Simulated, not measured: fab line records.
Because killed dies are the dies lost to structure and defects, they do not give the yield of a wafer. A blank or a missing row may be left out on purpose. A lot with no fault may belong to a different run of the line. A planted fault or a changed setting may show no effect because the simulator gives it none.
fab line records	flow nand-harc
record lots=24	wafers=72	last-day=25
route steps=1159 shown P_ZERO_WELL@16 P_GATE@172 P_CONTACT@218 P_M0@265 P_M1@296
lots with no fault: from the same line, run without faults
start-h: start of the lot's first displayed wafer, in hours after the record's first day	wait-h: hours elapsed since this lot's preceding step	" same as the row above	L1.1+2: a row that stands for several wafers	- value missing, or start not given	* or withheld: withheld	< > ~ a bound
route shown NAME@n: NAME is a module with steps in the file, n the number in the route of the first one	usual: the fault-free wafers' mean and standard deviation	same: alike in all rows	chamber/n: place in a boat	sites: readings site by site	_std_site: the values' standard deviation	_edge_site: mean of outer sites minus mean of inner sites	radius-mm: how far each site lies from the wafer's centre	mask NAME#n: copy n	behind: tool/chamber where the wafer was last shaped	hold: reason for holding the lot/hours on hold/outcome of the hold	device: whichever transistor did not switch (one of n, p or np)	end of line: the tests these same wafers got at the end of their route	a step given without rows: its recipe and nothing more	killed: dies that structure and defects cost at the first sort, which is not the same as the wafer's yield	map: shows each die of a wafer: x if killed, . if not, _ if none is there
set.NAME: setting as actually run; set.NAME@STEP: the setting as run at that earlier step	model.NAME: the simulator's own value behind a step, which no gauge read
route steps across a sampled set of lots; one table per step, one row per wafer
services: when a tool's chamber went out of use (start-h, in hours from the record's first day, below 0 if earlier), for how many hours, and the reason
## steps
# step NHARC_P_ZERO_WELL_DESCUM_13
# recipe time-s=3	o2-flow-sccm=200	ar-flow-sccm=0	bias-power-w=0	chemistry=O2
# usual drypump-motor-current-A=5.8/0.35	oes-product-au=0.998/0.01	rf-vpp-V=57.9/0.9	showerhead-plenum-p-Torr=1.94/0.089	throttle-valve-pct=11.311/0.0087
# same bias-power-w=0
lot.wafer	tool	chamber	start-h	wait-h	drypump-motor-current-A	oes-product-au	rf-hours-counter-h	rf-vpp-V	showerhead-plenum-p-Torr	throttle-valve-pct
L074.1	rie-diel-02	3	13.41	-	5.5	1.007	3	57.7	1.88	11.298
L074.3	"	1	"	"	5.9	1.016	-	57.9	1.78	11.312
L074.6	"	1	"	"	5.9	1.008	-	56.9	1.78	11.320
L075.3	rie-diel-02	2	19.40	-	5.4	0.991	2	59.0	2.04	11.315
L075.2	"	3	"	"	5.6	0.994	4	57.7	1.88	11.309
L075.6	"	2	"	"	5.4	0.979	-	56.1	2.04	11.305
L076.4	rie-diel-09	0	25.39	-	6.2	0.986	7	58.4	2.02	11.324
L076.1	"	3	"	"	6.0	0.992	7	57.4	1.95	11.319
L076.5	"	0	"	"	6.2	0.997	-	58.4	2.02	11.313
L077.1	rie-diel-07	3	31.41	-	6.1	1.015	11	57.2	1.83	11.307
L077.5	"	1	"	"	5.5	0.989	-	57.6	1.90	11.305
L077.6	"	2	"	"	6.4	0.975	-	59.0	1.97	11.296
L078.1	rie-diel-07	0	37.42	-	5.2	1.011	12	57.5	1.91	11.309
L078.4	"	1	"	"	5.5	0.997	9	58.9	1.90	11.302
L078.6	"	3	"	"	6.1	1.013	-	57.9	1.83	11.305
L079.4	rie-diel-07	1	43.42	-	5.5	1.001	9	58.4	1.90	11.319
L079.1	"	0	"	"	5.2	1.009	12	57.2	1.91	11.315
L079.6	"	1	"	"	5.5	0.988	-	58.6	1.90	11.324
L080.2	rie-diel-02	3	49.41	-	5.6	1.003	5	58.6	1.88	11.327
L080.4	"	2	"	"	5.5	0.993	3	58.2	2.04	11.308
L080.6	"	0	"	"	5.7	0.992	-	57.8	2.01	11.310
L081.3	rie-diel-09	1	55.41	-	6.1	0.989	9	57.7	2.04	11.317
L081.1	"	2	"	"	5.2	0.988	9	56.0	1.81	11.302
L081.4	"	3	"	"	6.0	0.990	10	58.7	1.95	11.312
L082.4	rie-diel-02	3	61.40	-	5.6	0.987	6	58.9	1.88	11.314
L082.1	"	1	"	"	5.9	0.993	6	56.3	1.78	11.319
L082.2	"	2	"	"	5.4	0.992	4	57.7	2.04	11.302
L083.1	rie-diel-02	3	67.40	-	5.6	0.986	6	57.4	1.88	11.307
L083.3	"	1	"	"	5.9	0.999	6	55.9	1.78	11.304
L083.6	"	0	"	"	5.7	0.987	-	57.1	2.01	11.323
L084.3	rie-diel-07	1	73.27	-	5.6	0.993	0	58.6	1.90	11.310
L084.6	"	0	"	"	5.2	1.010	-	58.1	1.91	11.313
L084.5	"	1	"	"	5.5	0.985	-	57.8	1.90	11.328
L085.4	rie-diel-02	3	79.63	-	5.6	1.003	7	58.5	1.88	11.298
L085.3	"	2	"	"	5.4	0.995	5	58.2	2.03	11.306
L085.5	"	3	"	"	5.6	0.994	-	57.6	1.88	11.311
L086.4	rie-diel-02	1	85.27	-	5.9	1.012	6	58.3	1.78	11.331
L086.1	"	0	"	"	5.7	1.002	6	57.3	2.01	11.307
L086.6	"	2	"	"	5.5	0.977	-	59.2	2.04	11.307
L087.1	rie-diel-09	0	91.28	-	6.2	0.992	0	56.4	2.02	11.314
L087.2	"	1	"	"	6.1	1.007	0	58.1	2.04	11.307
L087.6	"	3	"	"	6.0	1.005	-	58.4	1.95	11.315
L088.3	rie-diel-07	0	97.39	-	5.2	1.008	2	58.9	1.91	11.309
L088.1	"	3	"	"	6.1	1.003	2	55.5	1.83	11.320
L088.5	"	0	"	"	5.2	1.000	-	58.3	1.91	11.312
L089.2	rie-diel-09	3	103.28	-	6.0	1.011	0	57.4	1.95	11.313
L089.1	"	0	"	"	6.2	1.009	0	57.0	2.02	11.307
L089.5	"	0	"	"	6.2	1.005	-	58.1	2.02	11.321
L090.2	rie-diel-09	2	109.27	-	5.3	0.992	0	58.4	1.81	11.317
L090.1	"	3	"	"	6.0	1.014	1	59.3	1.95	11.320
L090.4	"	0	"	"	6.2	1.007	1	57.2	2.02	11.312
L091.3	rie-diel-09	0	115.41	-	6.2	0.995	1	57.4	2.02	11.305
L091.4	"	1	"	"	6.1	0.993	1	58.4	2.04	11.324
L091.1	"	3	"	"	6.0	1.026	1	58.2	1.95	11.309
L092.1	rie-diel-09	1	121.30	-	6.1	0.998	1	57.9	2.04	11.312
L092.5	"	2	"	"	5.3	1.012	-	57.4	1.81	11.302
L092.6	"	3	"	"	6.0	1.005	-	57.9	1.95	11.311
L093.2	rie-diel-09	3	127.27	-	6.0	1.019	1	59.7	1.95	11.304
L093.1	"	1	"	"	6.1	0.989	1	59.7	2.04	11.303
L093.3	"	2	"	"	5.3	0.994	1	57.4	1.81	11.296
L094.3	rie-diel-02	0	133.41	-	5.7	0.994	9	56.7	2.01	11.309
L094.4	"	3	"	"	5.6	0.999	-	55.9	1.88	11.298
L094.6	"	2	"	"	5.5	0.984	-	59.7	2.03	11.298
L095.1	rie-diel-09	3	139.28	-	6.0	1.008	2	58.3	1.95	11.325
L095.2	"	0	"	"	6.2	0.991	2	57.6	2.02	11.327
L095.6	"	3	"	"	5.9	1.002	-	56.2	1.95	11.288
L096.2	rie-diel-02	0	145.27	-	5.6	1.003	11	59.4	2.01	11.315
L096.4	"	2	"	"	5.4	0.991	9	58.4	2.03	11.317
L096.5	"	1	"	"	5.9	0.993	-	58.6	1.78	11.311
L097.1	rie-diel-09	3	151.43	-	6.0	1.010	2	58.4	1.95	11.308
L097.3	"	0	"	"	6.2	1.000	3	58.4	2.02	11.323
L097.6	"	1	"	"	6.1	1.002	-	57.1	2.04	11.309
# step NHARC_P_GATE_DESCUM_48
# recipe time-s=3	o2-flow-sccm=200	ar-flow-sccm=0	bias-power-w=0	chemistry=O2
# usual drypump-motor-current-A=5.8/0.44	oes-product-au=0.999/0.0082	rf-vpp-V=57.9/0.8	showerhead-plenum-p-Torr=1.92/0.093	throttle-valve-pct=11.311/0.0097
# same bias-power-w=0
lot.wafer	tool	chamber	start-h	wait-h	drypump-motor-current-A	oes-product-au	rf-hours-counter-h	rf-vpp-V	showerhead-plenum-p-Torr	throttle-valve-pct
L075.2	rie-diel-04	1	104.59	-	5.5	0.989	23	57.3	2.05	11.309
L075.3	"	0	"	"	5.8	1.013	29	57.2	1.97	11.310
L075.6	"	1	"	"	5.5	0.989	-	58.8	2.05	11.310
L074.3	rie-diel-04	3	105.06	-	5.1	0.985	30	59.1	1.83	11.306
L074.1	"	1	"	"	5.5	0.988	24	57.2	2.05	11.299
L074.6	"	3	"	"	5.1	0.989	-	58.1	1.83	11.322
L076.1	rie-diel-13	3	117.27	-	5.4	0.994	3	57.1	1.79	11.312
L076.4	"	1	"	"	5.3	0.990	0	57.5	1.83	11.322
L076.5	"	2	"	"	6.5	0.993	-	57.8	1.78	11.319
L077.1	rie-diel-06	3	117.60	-	6.3	0.986	20	57.8	1.79	11.312
L077.5	"	1	"	"	6.5	1.006	-	58.4	2.02	11.314
L077.6	"	2	"	"	6.4	0.987	-	56.9	1.97	11.302
L078.4	rie-diel-04	0	125.27	-	5.8	1.001	1	57.9	1.96	11.330
L078.1	"	3	"	"	5.1	0.995	1	57.9	1.83	11.298
L078.6	"	0	"	"	5.8	0.995	-	58.5	1.96	11.312
L079.1	rie-diel-04	2	130.85	-	5.8	1.005	1	57.2	1.90	11.316
L079.4	"	3	"	"	5.1	1.003	1	57.4	1.83	11.323
L079.6	"	0	"	"	5.9	0.996	-	57.6	1.96	11.306
L080.4	rie-diel-04	0	139.44	-	5.9	1.003	3	58.7	1.96	11.300
L080.2	"	1	"	"	5.4	1.000	3	58.4	2.05	11.306
L080.6	"	2	"	"	5.8	0.992	-	58.0	1.90	11.304
L081.1	rie-diel-04	1	141.62	-	5.5	0.996	3	58.1	2.05	11.329
L081.4	"	2	"	"	5.8	1.002	2	57.9	1.90	11.317
L081.3	"	3	"	"	5.1	0.993	3	58.1	1.83	11.281
L082.4	rie-diel-04	1	149.62	-	5.5	1.004	4	58.6	2.05	11.315
L082.1	"	2	"	"	5.8	1.000	3	56.7	1.90	11.315
L082.2	"	3	"	"	5.1	0.997	4	58.6	1.83	11.317
L083.3	rie-diel-13	0	155.84	-	5.6	0.991	16	58.8	1.96	11.306
L083.1	"	1	"	"	5.3	1.013	16	57.6	1.83	11.306
L083.6	"	3	"	"	5.5	0.991	-	56.6	1.79	11.318
L084.3	rie-diel-06	3	163.99	-	6.3	1.007	37	57.7	1.79	11.313
L084.6	"	0	"	"	5.9	1.016	-	57.5	1.97	11.301
L084.5	"	1	"	"	6.5	1.002	-	59.1	2.02	11.330
L087.2	rie-diel-06	0	176.02	-	5.9	0.998	38	58.1	1.97	11.320
L087.1	"	1	"	"	6.6	1.000	33	60.2	2.02	11.305
L087.6	"	2	"	"	6.4	0.992	-	58.2	1.97	11.318
L085.4	rie-diel-04	1	177.03	-	5.5	1.005	8	58.3	2.05	11.307
L085.3	"	2	"	"	5.8	1.002	7	57.4	1.90	11.298
L085.5	"	1	"	"	5.5	1.004	-	56.2	2.05	11.309
L086.4	rie-diel-13	2	180.36	-	6.5	1.018	28	57.4	1.77	11.293
L086.1	"	0	"	"	5.7	0.986	25	57.9	1.95	11.305
L086.6	"	2	"	"	6.5	1.015	-	56.9	1.77	11.301
L088.3	rie-diel-04	3	183.58	-	5.1	0.997	9	57.5	1.83	11.308
L088.1	"	0	"	"	5.8	0.999	10	58.7	1.96	11.315
L088.5	"	2	"	"	5.9	1.001	-	57.3	1.90	11.301
L089.2	rie-diel-04	1	192.09	-	5.5	0.993	12	59.2	2.05	11.305
L089.1	"	2	"	"	5.8	0.988	11	57.5	1.90	11.295
L089.5	"	0	"	"	5.8	0.987	-	57.0	1.96	11.320
L090.4	rie-diel-06	3	197.48	-	6.3	1.002	47	58.1	1.78	11.307
L090.1	"	0	"	"	5.9	1.013	45	59.0	1.97	11.299
L090.2	"	2	"	"	6.4	0.996	47	57.6	1.96	11.303
L091.1	rie-diel-04	2	208.65	-	5.8	0.998	16	58.0	1.90	11.311
L091.3	"	3	"	"	5.1	0.997	18	57.7	1.83	11.307
L091.4	"	0	"	"	5.8	1.005	18	57.0	1.96	11.321
L092.1	rie-diel-13	3	209.90	-	5.4	0.994	34	56.7	1.78	11.318
L092.6	"	3	"	"	5.4	1.000	-	57.2	1.78	11.314
L092.5	"	0	"	"	5.7	0.983	-	57.6	1.95	11.297
L093.3	rie-diel-06	3	214.65	-	6.3	0.997	54	57.6	1.78	11.327
L093.1	"	0	"	"	5.9	1.009	52	56.0	1.96	11.311
L093.2	"	1	"	"	6.6	1.001	41	57.5	2.01	11.300
L094.3	rie-diel-04	3	220.23	-	5.1	0.994	20	56.4	1.82	11.311
L094.4	"	0	"	"	5.8	0.986	20	57.7	1.96	11.316
L094.6	"	2	"	"	5.8	0.996	-	57.8	1.89	11.300
L095.2	rie-diel-06	0	220.97	-	5.9	1.021	55	59.2	1.96	11.310
L095.1	"	3	"	"	6.2	1.008	57	57.8	1.78	11.317
L095.6	"	0	"	"	5.9	1.014	-	57.8	1.97	11.321
L096.4	rie-diel-04	0	237.14	-	5.8	1.004	23	56.9	1.96	11.309
L096.2	"	3	"	"	5.1	0.999	22	58.5	1.82	11.309
L096.5	"	1	"	"	5.4	1.002	-	57.4	2.05	11.309
L097.3	rie-diel-04	2	243.71	-	5.8	0.997	23	56.7	1.89	11.309
L097.1	"	1	"	"	5.4	1.002	24	58.5	2.05	11.326
L097.6	"	2	"	"	5.8	1.005	-	58.2	1.89	11.300
# step NHARC_P_GATE_STRIP_95
# recipe power-w=1500	temp-c=250	chemistry=O2
# usual drypump-motor-current-A=5.44/0.28	heater-power-w=337/36
lot.wafer	tool	chamber	start-h	wait-h	drypump-motor-current-A	heater-power-w	rf-hours-counter-h
L075.2	plasma-asher-01	1	109.35	0.6	5.17	397	1
L075.3	"	1	"	"	5.14	390	-
L075.6	"	1	"	"	5.12	401	-
L074.1	plasma-asher-02	0	109.66	0.6	5.59	299	31
L074.3	"	0	"	"	5.58	299	-
L074.6	"	0	"	"	5.59	292	-
L076.1	plasma-asher-01	1	121.81	0.6	5.14	393	3
L076.4	"	1	"	"	5.13	390	-
L076.5	"	0	"	"	5.12	363	-
L077.1	plasma-asher-02	0	122.45	0.6	5.59	292	34
L077.6	"	0	"	"	5.60	296	-
L077.5	"	1	"	"	5.80	328	-
L078.1	plasma-asher-02	1	129.84	0.6	5.76	336	36
L078.4	"	1	"	"	5.73	330	-
L078.6	"	1	"	"	5.74	320	-
L079.1	plasma-asher-02	1	135.14	0.5	5.71	323	37
L079.4	"	1	"	"	5.71	320	-
L079.6	"	1	"	"	5.72	330	-
L080.2	plasma-asher-02	1	143.99	0.5	5.70	329	39
L080.4	"	1	"	"	5.69	326	-
L080.6	"	0	"	"	5.59	307	-
L081.1	plasma-asher-01	0	146.17	0.5	5.10	364	9
L081.4	"	1	"	"	5.15	379	-
L081.3	"	0	"	"	5.08	347	-
L082.2	plasma-asher-02	0	154.06	0.6	5.58	287	42
L082.1	"	1	"	"	5.75	321	42
L082.4	"	0	"	"	5.59	292	-
L083.1	plasma-asher-01	0	160.43	0.6	5.12	352	14
L083.3	"	1	"	"	5.13	396	-
L083.6	"	0	"	"	5.11	360	-
L084.3	plasma-asher-02	1	168.48	0.3	5.79	324	-
L084.6	"	0	"	"	5.58	303	-
L084.5	"	1	"	"	5.78	331	-
L087.2	plasma-asher-02	0	180.68	0.6	5.60	297	55
L087.1	"	1	"	"	5.75	334	55
L087.6	"	1	"	"	5.75	326	-
L085.3	plasma-asher-01	0	182.03	0.4	5.10	349	-
L085.4	"	1	"	"	5.14	392	-
L085.5	"	0	"	"	5.10	351	-
L086.1	plasma-asher-01	0	185.24	0.6	5.11	363	28
L086.4	"	1	"	"	5.11	398	-
L086.6	"	1	"	"	5.13	398	-
L088.1	plasma-asher-01	1	189.16	0.5	5.14	389	31
L088.3	"	1	"	"	5.13	384	-
L088.5	"	0	"	"	5.10	345	-
L089.1	plasma-asher-02	1	196.75	0.6	5.73	324	2
L089.2	"	0	"	"	5.58	290	2
L089.5	"	1	"	"	5.72	324	-
L090.2	plasma-asher-02	0	201.93	0.6	5.59	289	4
L090.1	"	1	"	"	5.77	335	4
L090.4	"	1	"	"	5.77	327	-
L091.1	plasma-asher-02	0	213.07	0.6	5.57	292	7
L091.4	"	0	"	"	5.59	299	-
L091.3	"	1	"	"	5.75	318	-
L092.1	plasma-asher-02	0	214.38	0.6	5.60	290	8
L092.6	"	0	"	"	5.59	300	-
L092.5	"	1	"	"	5.73	325	-
L093.1	plasma-asher-01	1	219.20	0.6	5.15	392	39
L093.2	"	0	"	"	5.11	353	39
L093.3	"	0	"	"	5.10	352	-
L094.3	plasma-asher-01	1	224.80	0.4	5.11	388	-
L094.4	"	0	"	"	5.11	358	-
L094.6	"	0	"	"	5.09	357	-
L095.1	plasma-asher-02	1	225.48	0.6	5.68	322	12
L095.2	"	0	"	"	5.57	289	12
L095.6	"	1	"	"	5.75	333	-
L096.2	plasma-asher-01	0	241.77	0.6	5.09	342	46
L096.4	"	1	"	"	5.11	389	-
L096.5	"	1	"	"	5.12	403	-
L097.1	plasma-asher-02	0	248.37	0.6	5.60	289	20
L097.3	"	0	"	"	5.60	287	-
L097.6	"	1	"	"	5.74	325	-
# step NHARC_P_CONTACT_DEP_00
# recipe target-thk-a=5000	temp-c=400	pressure-torr=6.5	rf-w=900	teos-flow-sccm=161.4	flow-sccm=2650	target-thk-nm=500	gas=O2	material=SiO2
# usual heater-power-outer-w=274/95	heater-power-w=518/130	throttle-valve-pct=15.8/0.41
lot.wafer	tool	chamber	start-h	wait-h	heater-power-outer-w	heater-power-w	throttle-valve-pct
L075.2	pecvd-02	2	-	-	146	398	16.3
L075.3	"	0	"	"	344	631	16.0
L075.6	"	0	"	"	235	494	15.8
L074.3	pecvd-04	2	-	-	264	443	16.1
L074.1	"	0	"	"	207	392	15.3
L074.6	"	1	"	"	374	641	15.3
L076.1	pecvd-02	0	-	-	312	588	15.6
L076.5	"	1	"	"	229	479	16.8
L076.4	"	2	"	"	180	444	15.7
L077.1	pecvd-02	2	-	-	124	366	15.6
L077.5	"	1	"	"	332	628	16.7
L077.6	"	2	"	"	149	388	15.6
L078.1	pecvd-04	0	132.19	0.3	210	395	15.9
L078.4	"	0	"	"	219	412	15.6
L078.6	"	2	"	"	285	495	16.1
L079.1	pecvd-02	1	-	-	293	586	16.2
L079.4	"	2	"	"	208	464	15.9
L079.6	"	1	"	"	312	592	16.3
L080.2	pecvd-04	2	146.49	0.3	263	441	15.9
L080.4	"	0	"	"	193	367	15.7
L080.6	"	2	"	"	289	481	16.0
L081.3	pecvd-02	0	-	-	335	654	15.6
L081.1	"	2	"	"	153	398	16.2
L081.4	"	1	"	"	299	576	16.6
L082.2	pecvd-01	2	-	-	344	639	16.1
L082.1	"	1	"	"	203	443	15.6
L082.4	"	0	"	"	334	598	15.3
L083.1	pecvd-04	2	162.73	0.3	302	495	16.0
L083.3	"	2	"	"	207	378	16.0
L083.6	"	2	"	"	241	407	16.1
L084.3	pecvd-02	2	170.90	0.3	198	462	15.7
L084.6	"	2	"	"	103	349	16.0
L084.5	"	1	"	"	354	646	16.7
L087.2	pecvd-01	0	-	-	315	581	15.5
L087.1	"	1	"	"	121	333	15.6
L087.6	"	1	"	"	143	358	15.5
L085.3	pecvd-04	1	184.39	0.3	377	647	15.7
L085.4	"	0	"	"	181	356	15.7
L085.5	"	1	"	"	413	662	15.5
L086.1	pecvd-01	2	-	-	365	660	16.0
L086.6	"	2	"	"	394	690	15.9
L086.4	"	0	"	"	302	547	15.5
L088.3	pecvd-01	0	-	-	321	587	15.8
L088.1	"	1	"	"	184	414	15.6
L088.5	"	0	"	"	322	592	15.7
L089.2	pecvd-02	0	-	-	274	572	15.7
L089.1	"	1	"	"	256	508	16.6
L089.5	"	1	"	"	287	549	17.0
L090.1	pecvd-01	2	-	-	362	664	16.1
L090.2	"	0	"	"	334	618	15.8
L090.4	"	2	"	"	386	701	16.3
L091.1	pecvd-04	1	-	-	485	761	15.2
L091.3	"	2	"	"	233	407	16.0
L091.4	"	0	"	"	233	432	15.8
L092.1	pecvd-01	1	-	-	130	352	15.5
L092.5	"	2	"	"	408	713	16.3
L092.6	"	0	"	"	329	613	15.7
L093.2	pecvd-04	2	-	-	273	449	16.0
L093.1	"	0	"	"	237	432	15.8
L093.3	"	1	"	"	415	659	15.2
L094.3	pecvd-04	1	-	-	492	784	15.0
L094.6	"	1	"	"	527	804	15.3
L094.4	"	2	"	"	297	489	16.2
L095.1	pecvd-04	0	-	-	217	410	15.8
L095.2	"	1	"	"	532	850	14.8
L095.6	"	2	"	"	279	459	15.9
L096.2	pecvd-02	0	-	-	283	561	15.5
L096.5	"	1	"	"	297	564	16.9
L096.4	"	2	"	"	155	411	15.7
L097.3	pecvd-01	0	-	-	291	552	15.6
L097.1	"	2	"	"	406	704	15.7
L097.6	"	1	"	"	185	404	15.5
# step NHARC_P_M0_INSPECT_11
# usual raw-defect-count=4.0/2.4
lot.wafer	tool	chamber	start-h	wait-h	raw-defect-count
L075.2	defect-inspect-02	-	118.82	0.0	5
L075.3	"	-	"	"	0
L075.6	"	-	"	"	4
L074.1	defect-inspect-01	-	119.38	0.0	5
L074.3	"	-	"	"	2
L074.6	"	-	"	"	2
L076.1	defect-inspect-01	-	129.82	0.1	1
L076.4	"	-	"	"	1
L076.5	"	-	"	"	2
L077.1	defect-inspect-01	-	130.80	0.0	7
L077.5	"	-	"	"	5
L077.6	"	-	"	"	6
L078.1	defect-inspect-01	-	140.37	0.0	6
L078.4	"	-	"	"	4
L078.6	"	-	"	"	6
L079.1	defect-inspect-01	-	146.60	0.0	5
L079.4	"	-	"	"	6
L079.6	"	-	"	"	8
L080.2	defect-inspect-02	-	152.35	0.0	3
L080.4	"	-	"	"	7
L080.6	"	-	"	"	1
L081.1	defect-inspect-01	-	155.49	0.0	1
L081.3	"	-	"	"	5
L081.4	"	-	"	"	2
L082.1	defect-inspect-01	-	164.40	0.1	1
L082.2	"	-	"	"	4
L082.4	"	-	"	"	11
L083.1	defect-inspect-02	-	168.58	0.0	4
L083.3	"	-	"	"	5
L083.6	"	-	"	"	6
L084.3	defect-inspect-02	-	186.12	0.0	2
L084.5	"	-	"	"	1
L084.6	"	-	"	"	4
L087.1	defect-inspect-02	-	189.55	0.0	11
L087.2	"	-	"	"	4
L087.6	"	-	"	"	5
L085.3	defect-inspect-02	-	190.66	0.0	1
L085.4	"	-	"	"	7
L085.5	"	-	"	"	4
L086.1	defect-inspect-02	-	196.13	0.0	6
L086.4	"	-	"	"	9
L086.6	"	-	"	"	4
L088.1	defect-inspect-01	-	198.04	0.0	5
L088.3	"	-	"	"	4
L088.5	"	-	"	"	0
L089.1	defect-inspect-01	-	204.83	0.0	4
L089.2	"	-	"	"	3
L089.5	"	-	"	"	6
L090.1	defect-inspect-02	-	217.29	0.0	6
L090.2	"	-	"	"	6
L090.4	"	-	"	"	2
L091.1	defect-inspect-01	-	220.86	0.0	1
L091.3	"	-	"	"	4
L091.4	"	-	"	"	2
L092.1	defect-inspect-01	-	223.43	0.0	7
L092.5	"	-	"	"	2
L092.6	"	-	"	"	3
L093.1	defect-inspect-01	-	226.77	0.0	2
L093.2	"	-	"	"	2
L093.3	"	-	"	"	2
L094.3	defect-inspect-02	-	235.38	0.0	8
L094.4	"	-	"	"	1
L094.6	"	-	"	"	1
L095.1	defect-inspect-02	-	235.76	0.0	5
L095.2	"	-	"	"	2
L095.6	"	-	"	"	0
L096.2	defect-inspect-02	-	249.38	0.0	3
L096.4	"	-	"	"	1
L096.5	"	-	"	"	2
L097.1	defect-inspect-02	-	259.39	0.0	6
L097.3	"	-	"	"	9
L097.6	"	-	"	"	8
# step NHARC_P_M1_OVL_MEAS_10
# recipe pitch-nm=260
# usual overlay-x-nm=0.1/0.98	overlay-y-nm=-0.2/0.62
lot.wafer	tool	chamber	start-h	wait-h	overlay-x-nm	overlay-y-nm
L075.2	overlay-02	-	123.64	-	0.2	0.3
L075.3	"	-	"	"	0.2	0.1
L075.6	"	-	"	"	0.8	0.0
L074.1	overlay-01	-	123.97	-	1.2	0.6
L074.3	"	-	"	"	1.3	-0.8
L074.6	"	-	"	"	1.7	-0.2
L076.1	overlay-01	-	133.84	-	1.2	-1.0
L076.4	"	-	"	"	1.0	-1.2
L076.5	"	-	"	"	1.2	-1.1
L077.1	overlay-02	-	134.83	-	-1.2	0.3
L077.5	"	-	"	"	-1.2	0.6
L077.6	"	-	"	"	-1.0	-0.3
L078.1	overlay-02	-	144.73	-	0.5	0.3
L078.4	"	-	"	"	0.4	0.2
L078.6	"	-	"	"	0.4	-0.1
L079.1	overlay-02	-	150.70	-	-0.5	-1.4
L079.4	"	-	"	"	-1.1	-1.2
L079.6	"	-	"	"	-0.7	-1.6
L080.2	overlay-01	-	156.70	-	0.7	0.5
L080.4	"	-	"	"	0.7	1.0
L080.6	"	-	"	"	0.6	0.2
L081.1	overlay-01	-	159.90	-	-0.4	0.2
L081.3	"	-	"	"	-0.1	0.3
L081.4	"	-	"	"	-0.3	-0.1
L082.1	overlay-01	-	168.73	-	-0.7	-0.5
L082.2	"	-	"	"	-1.0	-0.2
L082.4	"	-	"	"	-1.2	0.0
L083.1	overlay-01	-	172.53	-	-1.3	-0.2
L083.3	"	-	"	"	-0.6	-0.3
L083.6	"	-	"	"	-1.4	-0.1
L084.3	overlay-01	-	190.18	-	-0.3	0.2
L084.5	"	-	"	"	-0.6	0.8
L084.6	"	-	"	"	-0.5	0.5
L087.1	overlay-02	-	193.57	-	-0.1	-1.1
L087.2	"	-	"	"	-0.7	-1.0
L087.6	"	-	"	"	-0.6	-0.7
L085.3	overlay-02	-	194.68	-	0.0	-0.5
L085.4	"	-	"	"	-0.5	0.6
L085.5	"	-	"	"	0.1	-0.3
L086.1	overlay-01	-	200.51	-	-0.8	0.0
L086.4	"	-	"	"	-0.5	1.0
L086.6	"	-	"	"	-0.4	0.2
L088.1	overlay-01	-	202.36	-	1.4	0.0
L088.3	"	-	"	"	0.9	0.0
L088.5	"	-	"	"	0.6	0.2
L089.1	overlay-02	-	209.40	-	0.8	-1.2
L089.2	"	-	"	"	0.9	-1.0
L089.5	"	-	"	"	-0.1	-0.4
L090.1	overlay-02	-	221.26	-	1.8	-0.9
L090.2	"	-	"	"	2.1	-1.8
L090.4	"	-	"	"	1.7	-1.4
L091.1	overlay-02	-	225.10	-	-0.4	0.3
L091.3	"	-	"	"	-1.1	0.4
L091.4	"	-	"	"	-0.7	0.4
L092.1	overlay-02	-	227.58	-	-0.6	-0.1
L092.5	"	-	"	"	-0.9	0.1
L092.6	"	-	"	"	-1.0	-0.1
L093.1	overlay-02	-	231.10	-	1.6	0.2
L093.2	"	-	"	"	2.0	-0.4
L093.3	"	-	"	"	1.8	-0.3
L094.3	overlay-02	-	239.54	-	1.3	-0.4
L094.4	"	-	"	"	0.5	-0.5
L094.6	"	-	"	"	0.2	-0.3
L095.1	overlay-02	-	239.91	-	-0.8	-0.4
L095.2	"	-	"	"	-0.9	-0.5
L095.6	"	-	"	"	-1.0	-0.7
L096.2	overlay-02	-	253.71	-	0.7	1.0
L096.4	"	-	"	"	1.3	0.7
L096.5	"	-	"	"	0.9	0.2
L097.1	overlay-02	-	263.47	-	-0.7	0.4
L097.3	"	-	"	"	-0.3	-0.3
L097.6	"	-	"	"	-0.4	-0.1
## services
tool	chamber	start-h	hours	kind
rie-diel-04	2	-5.89	2.6	repair
pecvd-04	1	-5.66	2.9	repair
rie-diel-02	2	4.34	12.8	repair
rie-diel-02	0	6.08	8.1	repair
plasma-asher-02	-	6.23	9.0	pm
pecvd-04	-	14.00	13.0	pm
rie-diel-02	-	22.88	0.4	repair
plasma-asher-02	-	30.04	1.6	repair
pecvd-04	0	37.61	1.9	repair
rie-diel-02	1	61.89	1.7	repair
rie-diel-02	-	65.40	0.4	repair
rie-diel-09	-	77.10	9.0	pm
plasma-asher-01	-	99.52	9.0	pm
rie-diel-02	3	100.88	1.5	repair
rie-diel-02	-	109.02	3.3	repair
rie-diel-04	-	112.00	9.0	pm
rie-diel-09	2	134.99	1.8	repair
rie-diel-09	2	141.75	3.5	repair
plasma-asher-02	-	183.31	9.0	pm
plasma-asher-01	-	191.68	6.0	repair
rie-diel-04	-	212.19	0.4	repair
rie-diel-09	0	223.21	18.5	repair
rie-diel-09	3	235.93	7.3	repair
rie-diel-09	0	246.76	27.9	repair
## key
fault none
